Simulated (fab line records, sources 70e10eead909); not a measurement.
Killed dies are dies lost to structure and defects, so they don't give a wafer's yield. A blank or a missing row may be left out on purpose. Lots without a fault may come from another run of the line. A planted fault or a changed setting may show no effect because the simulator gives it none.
Which tool did it? | flow nand_harc | 24 lots, 72 wafers sampled, at 6 steps of a route of 1159

WHAT THE GAUGES READ, wafer by wafer
The record holds no reading of a measuring or inspecting step that can be judged against a usual standard deviation.

WHICH TOOL RAN EACH LOT (tool, then ch and the chambers of the sampled wafers, then the start)
lot  | NHARC_A_STAIRCASE_ETCH_194                    | NHARC_A_STAIRCASE_ETCH_227                    | NHARC_A_STAIRCASE_TRIM_231                    | NHARC_A_STAIRCASE_ETCH_234                    | NHARC_A_STAIRCASE_STRIP_254          | NHARC_A_STAIRCASE_HM_DEP_462
L074 | rie_diel-11 ch 0,1,3, day 11 22:46 or earlier | rie_diel-11 ch 0,1,2, day 11 22:46 or earlier | rie_diel-03 ch 0,1,2, day 11 22:46 or earlier | rie_diel-03 ch 0,2,3, day 11 22:46 or earlier | plasma_asher-01 ch 0,1, day 11 22:46 | acl_dep-03 ch 0, day 12 06:26
L076 | rie_diel-03 ch 0,1,3, day 11 22:10 or earlier | rie_diel-03 ch 2,3, day 11 22:10 or earlier   | rie_diel-03 ch 1,2, day 11 22:10 or earlier   | rie_diel-03 ch 0,3, day 11 22:10 or earlier   | plasma_asher-01 ch 0,1, day 11 22:10 | acl_dep-01 ch 0, day 12 05:53
L078 | rie_diel-11 ch 0,1,2, day 11 21:37 or earlier | rie_diel-03 ch 0,2,3, day 11 21:37 or earlier | rie_diel-02 ch 0,1, day 11 21:37              | rie_diel-02 ch 0,1,2, day 12 01:05 or earlier | plasma_asher-01 ch 0,1, day 12 01:05 | acl_dep-01 ch 0, day 12 08:04
L077 | rie_diel-11 ch 1,2,3, day 12 00:43 or earlier | rie_diel-11 ch 1,2,3, day 12 00:43 or earlier | rie_diel-11 ch 0,1,3, day 12 00:43 or earlier | rie_diel-11 ch 0,2,3, day 12 00:43 or earlier | plasma_asher-02 ch 0,1, day 12 00:43 | acl_dep-02 ch 0, day 12 07:15
L075 | rie_diel-11 ch 0,2, day 12 04:07 or earlier   | rie_diel-11 ch 2,3, day 12 04:07 or earlier   | rie_diel-03 ch 0,2,3, day 12 04:07 or earlier | rie_diel-03 ch 1,3, day 12 04:07 or earlier   | plasma_asher-01 ch 0,1, day 12 04:07 | acl_dep-03 ch 0, day 12 10:09
L079 | rie_diel-11 ch 0,3, day 12 09:20 or earlier   | rie_diel-11 ch 0,1,2, day 12 09:20 or earlier | rie_diel-11 ch 0,1,2, day 12 09:20 or earlier | rie_diel-11 ch 0,3, day 12 09:20 or earlier   | plasma_asher-01 ch 0,1, day 12 09:20 | acl_dep-01 ch 0, day 12 15:40
L080 | rie_diel-11 ch 0,1,2, day 12 16:32 or earlier | rie_diel-02 ch 1,2,3, day 12 16:32 or earlier | rie_diel-02 ch 0,3, day 12 16:32 or earlier   | rie_diel-02 ch 1,2,3, day 12 16:32 or earlier | plasma_asher-02 ch 0,1, day 12 16:32 | acl_dep-03 ch 0, day 12 23:38
L081 | rie_diel-11 ch 1,2,3, day 13 05:17 or earlier | rie_diel-11 ch 0,1,3, day 13 05:17 or earlier | rie_diel-11 ch 0,1,2, day 13 05:17 or earlier | rie_diel-11 ch 1,2,3, day 13 05:17 or earlier | plasma_asher-02 ch 0,1, day 13 05:17 | acl_dep-03 ch 0, day 13 12:28
L083 | rie_diel-11 ch 2,3, day 13 15:34 or earlier   | rie_diel-03 ch 1,3, day 13 15:34 or earlier   | rie_diel-02 ch 0,2,3, day 13 15:34 or earlier | rie_diel-02 ch 1,3, day 13 15:34 or earlier   | plasma_asher-02 ch 1, day 13 15:34   | acl_dep-03 ch 0, day 13 23:55
L082 | rie_diel-03 ch 1,2,3, day 13 16:31 or earlier | rie_diel-11 ch 1,3, day 13 16:31 or earlier   | rie_diel-11 ch 1,2, day 13 16:31 or earlier   | rie_diel-11 ch 0,2,3, day 13 16:31 or earlier | plasma_asher-01 ch 0,1, day 13 16:31 | acl_dep-02 ch 0, day 14 00:07
L087 | rie_diel-11 ch 0,1,2, day 14 18:50 or earlier | rie_diel-03 ch 0,1,3, day 14 18:50 or earlier | rie_diel-11 ch 0,3, day 14 18:50 or earlier   | rie_diel-11 ch 0,1,2, day 14 18:50 or earlier | plasma_asher-01 ch 1, day 14 18:50   | acl_dep-02 ch 0, day 15 03:16
L084 | rie_diel-03 ch 0,2,3, day 14 19:22 or earlier | rie_diel-03 ch 1,2,3, day 14 19:22 or earlier | rie_diel-03 ch 0,1,2, day 14 19:22 or earlier | rie_diel-03 ch 0,1,2, day 14 19:22 or earlier | plasma_asher-02 ch 0,1, day 14 19:22 | acl_dep-02 ch 0, day 15 05:07
L085 | rie_diel-11 ch 0,1,2, day 14 23:08 or earlier | rie_diel-11 ch 0,3, day 14 23:08 or earlier   | rie_diel-11 ch 0,3, day 14 23:08 or earlier   | rie_diel-11 ch 2,3, day 14 23:08 or earlier   | plasma_asher-02 ch 0,1, day 14 23:08 | acl_dep-03 ch 0, day 15 07:23
L086 | rie_diel-02 ch 0,1,3, day 14 23:37 or earlier | rie_diel-11 ch 1,2,3, day 14 23:37 or earlier | rie_diel-11 ch 0,2,3, day 14 23:37 or earlier | rie_diel-11 ch 1,2,3, day 14 23:37 or earlier | plasma_asher-01 ch 0,1, day 14 23:37 | acl_dep-03 ch 0, day 15 09:52
L090 | rie_diel-11 ch 2,3, day 15 07:25 or earlier   | rie_diel-02 ch 0,2,3, day 15 07:25 or earlier | rie_diel-03 ch 0,3, day 15 07:25 or earlier   | rie_diel-03 ch 1,2,3, day 15 07:25 or earlier | plasma_asher-02 ch 1, day 15 07:25   | acl_dep-03 ch 0, day 15 17:45
L089 | rie_diel-03 ch 1,2,3, day 15 08:43 or earlier | rie_diel-11 ch 0,1, day 15 08:43 or earlier   | rie_diel-02 ch 0,1,3, day 15 08:43 or earlier | rie_diel-02 ch 1,2, day 15 08:43 or earlier   | plasma_asher-01 ch 0,1, day 15 08:43 | acl_dep-01 ch 0, day 15 17:53
L091 | rie_diel-02 ch 0,2,3, day 15 10:44 or earlier | rie_diel-03 ch 1,3, day 15 10:44 or earlier   | rie_diel-11 ch 2,3, day 15 10:44 or earlier   | rie_diel-11 ch 0,1,2, day 15 10:44 or earlier | plasma_asher-02 ch 0,1, day 15 10:44 | acl_dep-03 ch 0, day 15 21:19
L088 | rie_diel-03 ch 0,2,3, day 15 10:27 or earlier | rie_diel-02 ch 1,2,3, day 15 10:27 or earlier | rie_diel-02 ch 0,1,2, day 15 10:27 or earlier | rie_diel-02 ch 1,2,3, day 15 10:27 or earlier | plasma_asher-02 ch 0,1, day 15 10:27 | acl_dep-01 ch 0, day 15 21:27
L092 | rie_diel-11 ch 0,1,2, day 15 22:21 or earlier | rie_diel-11 ch 0,2,3, day 15 22:21 or earlier | rie_diel-11 ch 1,3, day 15 22:21 or earlier   | rie_diel-11 ch 0,2, day 15 22:21 or earlier   | plasma_asher-01 ch 0,1, day 15 22:21 | acl_dep-01 ch 0, day 16 05:28
L093 | rie_diel-11 ch 0,2,3, day 16 01:27 or earlier | rie_diel-11 ch 0,3, day 16 01:27 or earlier   | rie_diel-11 ch 0,2, day 16 01:27 or earlier   | rie_diel-11 ch 1,2, day 16 01:27 or earlier   | plasma_asher-01 ch 0,1, day 16 01:27 | acl_dep-02 ch 0, day 16 07:19
L094 | rie_diel-03 ch 0,1,2, day 16 04:34 or earlier | rie_diel-03 ch 0,1,3, day 16 04:34 or earlier | rie_diel-11 ch 0,2,3, day 16 04:34 or earlier | rie_diel-11 ch 0,1,3, day 16 04:34 or earlier | plasma_asher-01 ch 0,1, day 16 04:34 | acl_dep-02 ch 0, day 16 11:05
L095 | rie_diel-02 ch 0,2,3, day 16 12:00 or earlier | rie_diel-02 ch 0,2, day 16 12:00 or earlier   | rie_diel-02 ch 1,3, day 16 12:00 or earlier   | rie_diel-02 ch 0,3, day 16 12:00 or earlier   | plasma_asher-01 ch 0,1, day 16 12:00 | acl_dep-02 ch 0, day 16 19:08
L097 | rie_diel-03 ch 0,1, day 16 19:18 or earlier   | rie_diel-02 ch 0,1,2, day 16 19:18 or earlier | rie_diel-02 ch 1,3, day 16 19:18 or earlier   | rie_diel-02 ch 0,3, day 16 19:18 or earlier   | plasma_asher-01 ch 0,1, day 16 19:18 | acl_dep-03 ch 0, day 17 04:11
L096 | rie_diel-02 ch 0,3, day 16 22:33 or earlier   | rie_diel-11 ch 0,3, day 16 22:33 or earlier   | rie_diel-11 ch 0,1,2, day 16 22:33 or earlier | rie_diel-11 ch 0,1,3, day 16 22:33 or earlier | plasma_asher-01 ch 0,1, day 16 22:33 | acl_dep-01 ch 0, day 17 05:23
- NHARC_A_STAIRCASE_ETCH_194: etches the open film in C4F8/O2, target depth 100 nm, time 40.5 s.
- NHARC_A_STAIRCASE_ETCH_227: etches the open film in C4F8/O2, target depth 100 nm, time 40.5 s.
- NHARC_A_STAIRCASE_TRIM_231: chemistry O2, time 211.2 s.
- NHARC_A_STAIRCASE_ETCH_234: etches the open film in C4F8/O2, target depth 100 nm, time 40.5 s.
- NHARC_A_STAIRCASE_STRIP_254: strips in O2.
- NHARC_A_STAIRCASE_HM_DEP_462: deposits aC, target thk 800 nm.

WHAT THE TOOLS THEMSELVES READ (means of the sampled wafers that have a number; where no wafer has one, the mark that the record gives instead)
NHARC_A_STAIRCASE_ETCH_194.
lot  | tool        | oes_product_au (a.u.) | rf_vpp_V (V)
L074 | rie_diel-11 | 0.948                 | 895
L076 | rie_diel-03 | 0.930                 | 893
L078 | rie_diel-11 | 0.941                 | 894
L077 | rie_diel-11 | 0.941                 | 895
L075 | rie_diel-11 | 0.944                 | 891
L079 | rie_diel-11 | 0.952                 | 892
L080 | rie_diel-11 | 0.950                 | 894
L081 | rie_diel-11 | 0.949                 | 895
L083 | rie_diel-11 | 0.931                 | 893
L082 | rie_diel-03 | 0.941                 | 894
L087 | rie_diel-11 | 0.922                 | 894
L084 | rie_diel-03 | 0.922                 | 896
L085 | rie_diel-11 | 0.943                 | 894
L086 | rie_diel-02 | 0.930                 | 897
L090 | rie_diel-11 | 0.947                 | 892
L089 | rie_diel-03 | 0.947                 | 894
L091 | rie_diel-02 | 0.948                 | 902
L088 | rie_diel-03 | 0.944                 | 896
L092 | rie_diel-11 | 0.951                 | 894
L093 | rie_diel-11 | 0.958                 | 892
L094 | rie_diel-03 | 0.940                 | 896
L095 | rie_diel-02 | 0.942                 | 903
L097 | rie_diel-03 | 0.906                 | 892
L096 | rie_diel-02 | 0.926                 | 901

NHARC_A_STAIRCASE_ETCH_227.
lot  | tool        | oes_product_au (a.u.) | rf_vpp_V (V)
L074 | rie_diel-11 | 0.947                 | 894
L076 | rie_diel-03 | 0.938                 | 896
L078 | rie_diel-03 | 0.925                 | 896
L077 | rie_diel-11 | 0.940                 | 896
L075 | rie_diel-11 | 0.952                 | 894
L079 | rie_diel-11 | 0.948                 | 894
L080 | rie_diel-02 | 0.940                 | 892
L081 | rie_diel-11 | 0.941                 | 895
L083 | rie_diel-03 | 0.928                 | 891
L082 | rie_diel-11 | 0.940                 | 895
L087 | rie_diel-03 | 0.927                 | 893
L084 | rie_diel-03 | 0.942                 | 895
L085 | rie_diel-11 | 0.946                 | 892
L086 | rie_diel-11 | 0.931                 | 895
L090 | rie_diel-02 | 0.936                 | 903
L089 | rie_diel-11 | 0.946                 | 892
L091 | rie_diel-03 | 0.926                 | 891
L088 | rie_diel-02 | 0.946                 | 898
L092 | rie_diel-11 | 0.954                 | 891
L093 | rie_diel-11 | 0.954                 | 892
L094 | rie_diel-03 | 0.922                 | 893
L095 | rie_diel-02 | 0.944                 | 905
L097 | rie_diel-02 | 0.939                 | 899
L096 | rie_diel-11 | 0.935                 | 891

NHARC_A_STAIRCASE_TRIM_231.
lot  | tool        | drypump_motor_current_A (A) | oes_product_au (a.u.) | rf_vpp_V (V) | showerhead_plenum_p_Torr (Torr) | throttle_valve_pct (%)
L074 | rie_diel-03 | 5.6                         | 0.986                 | 57.8         | 3.54                            | 17.042
L076 | rie_diel-03 | 5.4                         | 0.993                 | 58.5         | 3.49                            | 17.035
L078 | rie_diel-02 | 5.4                         | 0.986                 | 57.2         | 3.55                            | 17.041
L077 | rie_diel-11 | 5.9                         | 1.009                 | 58.1         | 3.49                            | 17.045
L075 | rie_diel-03 | 5.6                         | 1.002                 | 58.3         | 3.54                            | 17.034
L079 | rie_diel-11 | 6.1                         | 1.006                 | 57.5         | 3.47                            | 17.041
L080 | rie_diel-02 | 6.3                         | 0.999                 | 57.6         | 3.70                            | 17.045
L081 | rie_diel-11 | 6.1                         | 0.997                 | 58.1         | 3.47                            | 17.028
L083 | rie_diel-02 | 6.2                         | 0.991                 | 57.1         | 3.54                            | 17.042
L082 | rie_diel-11 | 6.2                         | 1.002                 | 58.0         | 3.48                            | 17.037
L087 | rie_diel-11 | 6.1                         | 1.006                 | 57.3         | 3.43                            | 17.033
L084 | rie_diel-03 | 5.6                         | 0.998                 | 57.5         | 3.52                            | 17.042
L085 | rie_diel-11 | 6.0                         | 0.999                 | 58.0         | 3.43                            | 17.040
L086 | rie_diel-11 | 6.2                         | 1.007                 | 57.8         | 3.41                            | 17.039
L090 | rie_diel-03 | 5.6                         | 0.992                 | 57.6         | 3.50                            | 17.033
L089 | rie_diel-02 | 5.8                         | 1.000                 | 58.4         | 3.55                            | 17.031
L091 | rie_diel-11 | 6.3                         | 1.009                 | 57.7         | 3.42                            | 17.038
L088 | rie_diel-02 | 5.8                         | 0.999                 | 58.7         | 3.58                            | 17.034
L092 | rie_diel-11 | 5.9                         | 1.006                 | 58.4         | 3.50                            | 17.042
L093 | rie_diel-11 | 6.2                         | 1.006                 | 56.7         | 3.37                            | 17.032
L094 | rie_diel-11 | 6.2                         | 1.005                 | 57.0         | 3.40                            | 17.036
L095 | rie_diel-02 | 5.8                         | 0.998                 | 57.2         | 3.42                            | 17.029
L097 | rie_diel-02 | 5.8                         | 1.001                 | 58.1         | 3.42                            | 17.036
L096 | rie_diel-11 | 6.1                         | 0.994                 | 57.9         | 3.45                            | 17.038

NHARC_A_STAIRCASE_ETCH_234.
lot  | tool        | oes_product_au (a.u.) | rf_vpp_V (V)
L074 | rie_diel-03 | 0.942                 | 896
L076 | rie_diel-03 | 0.931                 | 895
L078 | rie_diel-02 | 0.940                 | 892
L077 | rie_diel-11 | 0.940                 | 892
L075 | rie_diel-03 | 0.932                 | 891
L079 | rie_diel-11 | 0.954                 | 891
L080 | rie_diel-02 | 0.937                 | 892
L081 | rie_diel-11 | 0.935                 | 895
L083 | rie_diel-02 | 0.937                 | 898
L082 | rie_diel-11 | 0.942                 | 892
L087 | rie_diel-11 | 0.953                 | 894
L084 | rie_diel-03 | 0.933                 | 896
L085 | rie_diel-11 | 0.932                 | 893
L086 | rie_diel-11 | 0.942                 | 894
L090 | rie_diel-03 | 0.941                 | 894
L089 | rie_diel-02 | 0.941                 | 899
L091 | rie_diel-11 | 0.932                 | 892
L088 | rie_diel-02 | 0.948                 | 897
L092 | rie_diel-11 | 0.953                 | 890
L093 | rie_diel-11 | 0.941                 | 897
L094 | rie_diel-11 | 0.940                 | 894
L095 | rie_diel-02 | 0.926                 | 900
L097 | rie_diel-02 | 0.936                 | 900
L096 | rie_diel-11 | 0.944                 | 894

NHARC_A_STAIRCASE_STRIP_254.
lot  | tool            | drypump_motor_current_A (A) | heater_power_w (W)
L074 | plasma_asher-01 | 5.5                         | 329
L076 | plasma_asher-01 | 5.9                         | 338
L078 | plasma_asher-01 | 5.8                         | 332
L077 | plasma_asher-02 | 5.5                         | 357
L075 | plasma_asher-01 | 5.9                         | 337
L079 | plasma_asher-01 | 5.5                         | 325
L080 | plasma_asher-02 | 6.0                         | 351
L081 | plasma_asher-02 | 5.5                         | 355
L083 | plasma_asher-02 | 5.1                         | 351
L082 | plasma_asher-01 | 5.5                         | 339
L087 | plasma_asher-01 | 6.2                         | 369
L084 | plasma_asher-02 | 6.0                         | 352
L085 | plasma_asher-02 | 6.0                         | 355
L086 | plasma_asher-01 | 5.9                         | 351
L090 | plasma_asher-02 | 5.1                         | 356
L089 | plasma_asher-01 | 5.8                         | 353
L091 | plasma_asher-02 | 6.0                         | 354
L088 | plasma_asher-02 | 5.5                         | 355
L092 | plasma_asher-01 | 5.5                         | 334
L093 | plasma_asher-01 | 5.9                         | 354
L094 | plasma_asher-01 | 5.5                         | 337
L095 | plasma_asher-01 | 5.5                         | 332
L097 | plasma_asher-01 | 5.5                         | 336
L096 | plasma_asher-01 | 5.9                         | 352

NHARC_A_STAIRCASE_HM_DEP_462.
lot  | tool       | throttle_valve_pct (%)
L074 | acl_dep-03 | 35.007
L076 | acl_dep-01 | 35.000
L078 | acl_dep-01 | 34.994
L077 | acl_dep-02 | 35.001
L075 | acl_dep-03 | 35.004
L079 | acl_dep-01 | 35.003
L080 | acl_dep-03 | 35.000
L081 | acl_dep-03 | 34.993
L083 | acl_dep-03 | 35.008
L082 | acl_dep-02 | 35.005
L087 | acl_dep-02 | 35.000
L084 | acl_dep-02 | 35.009
L085 | acl_dep-03 | 34.990
L086 | acl_dep-03 | 34.998
L090 | acl_dep-03 | 35.004
L089 | acl_dep-01 | 35.000
L091 | acl_dep-03 | 34.993
L088 | acl_dep-01 | 34.995
L092 | acl_dep-01 | 35.007
L093 | acl_dep-02 | 35.004
L094 | acl_dep-02 | 35.003
L095 | acl_dep-02 | 34.995
L097 | acl_dep-03 | 35.002
L096 | acl_dep-01 | 35.006

THE ANSWER, worked out from the rows above alone
Rule: what is usual is taken from the lots themselves. Put in order of their means at a reading, lots are off if they are a third of the lots or fewer, leave a main group of 4 or more, and stand apart from it by a gap of 3 or more times the standard deviation of the main group's means; of several such gaps the widest counts. A main group whose means are all the same, to the digits that the tables above print for the reading, isn't used. A lot without any number at a reading at which 4 lots or more have one is off too. The other lots that the step has rows for count as sound. The gauges are gone through in route order, then the tools' own readings, and for those a lot's mean is taken as printed above. The first step at which some lot is off is used, and at that step the reading that is off furthest; a lot without a number counts as furthest.
No lot is off at any reading shown: from this, nothing can be told.

WHAT THE SIMULATOR HAD PUT IN
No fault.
